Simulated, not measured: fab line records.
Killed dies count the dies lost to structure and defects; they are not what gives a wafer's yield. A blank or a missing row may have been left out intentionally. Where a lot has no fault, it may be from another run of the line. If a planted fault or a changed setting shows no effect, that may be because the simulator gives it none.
A struck lot beside a sound one | flow n5_finfet | 14 steps out of a route of 1938
Sound: these wafers, L350.1, L350.2, L350.6. Wafers struck: L338.1, L338.4. The cause comes at the end.
Each step with rows lists, per side, the tool, then ch with its chambers, then its first start. Under that, the readings that differ: sound wafers | struck wafers | difference of the means | sigmas: that difference in standard deviations of wafers without a fault.
alike: readings with means less than 2 such deviations apart, plus words and numbers identical on both sides. not compared: withheld readings, readings lacking a value on some wafer, bounds such as >300 that could conceal the same value, and numbers that have no deviation in the record and whose values overlap.
Wherever a step has rows on one side only, a row that says differs or no value, or a row with sigmas, the two part there. Numbers that don't overlap but have no deviation are shown without sigmas and don't part them. A reading missing from all wafers of one side parts the sides only when that side holds two or more wafers.

N5_DUMMY_GATE_ETCH_32: etches SiO2 in CF4, target depth 3.5 nm, time 3.9 s.
  sound on rie_si-02 ch 0,3, day 6 22:53; struck on rie_si-03 ch 0,2, day 3 22:14
  alike: drypump_motor_current_A, oes_product_au, throttle_valve_pct
  not compared: rf_hours_counter_h
N5_DUMMY_GATE_ETCH_23: etches poly-Si in HBr/Cl2/O2, target depth 41 nm, time 22.3 s.
  sound on rie_si-02 ch 0,3, day 6 22:55; struck on rie_si-03 ch 0,2, day 3 22:16
  alike: drypump_motor_current_A, oes_product_au, throttle_valve_pct
  not compared: rf_hours_counter_h
N5_DUMMY_GATE_ETCH_44: etches poly-Si in HBr/O2, stops on SiO2, target depth 127.5 nm.
  sound on rie_si-02 ch 0,3, day 6 22:58; struck on rie_si-03 ch 0,2, day 3 22:20
  alike: drypump_motor_current_A, oes_product_au, throttle_valve_pct
  not compared: rf_hours_counter_h
N5_DUMMY_GATE_CD_MEAS_24: target cd 15 nm.
  sound on cd_sem-01, day 6 23:05; struck on cd_sem-03, day 3 22:26
  alike: cd_nm
N5_DUMMY_GATE_ETCH_42: etches SiO2 in CHF3/O2, target depth 3.5 nm, time 31 s.
  sound on rie_diel-04 ch 0,1, day 6 23:08; struck on rie_diel-04 ch 2,3, day 3 22:29
  alike: drypump_motor_current_A, oes_f_703_au, oes_product_au, rf_vpp_V, showerhead_plenum_p_Torr, throttle_valve_pct
  not compared: rf_hours_counter_h
then, 6 steps without rows for these wafers: N5_DUMMY_GATE_STRIP_48 (strips in N2/H2, time 20 s); N5_DUMMY_GATE_PRECLEAN_33 (cleans in dHF, time 10 s); N5_DUMMY_GATE_PRECLEAN_25 (cleans in O3/DIW, time 45 s); N5_DUMMY_GATE_PRECLEAN_51 (cleans in SC2, time 45 s); N5_DUMMY_GATE_SRD_26 (time 30 s); N5_DUMMY_GATE_UV_OZONE_45 (time 120 s).
N5_DUMMY_GATE_INSPECT_27: inspects for defects (brightfield).
  sound on defect_inspect-02, day 6 23:22; struck on defect_inspect-02, day 3 22:43
  alike: raw_defect_count
N5_SPACER0_ALD_07: deposits SiNx, target thk 2 nm.
  sound on ald_sin-04 ch 0,2,3, day 6 23:24; struck on ald_sin-01 ch 1,3, day 3 22:46
  reading                                  | sound | struck  | difference | sigmas
  model.SiNx_of_SPACER0_ALD_07.thk_nm (nm) | 2 2 2 | 1.2 1.2 | -0.8       |
  alike: heater_power_w
N5_SPACER0_ALD_00: deposits SiOCN, target thk 3.5 nm, pulse time 3 s, purge time 2 s.
  sound on ald_sin-04 ch 0,2,3, day 6 23:34; struck on ald_sin-01 ch 1,3, day 3 22:55
  alike: heater_power_w, precursor_pulse_height_rel

## WHERE THEY PART
Nowhere in this record.

WHY: what had been put in by the simulator
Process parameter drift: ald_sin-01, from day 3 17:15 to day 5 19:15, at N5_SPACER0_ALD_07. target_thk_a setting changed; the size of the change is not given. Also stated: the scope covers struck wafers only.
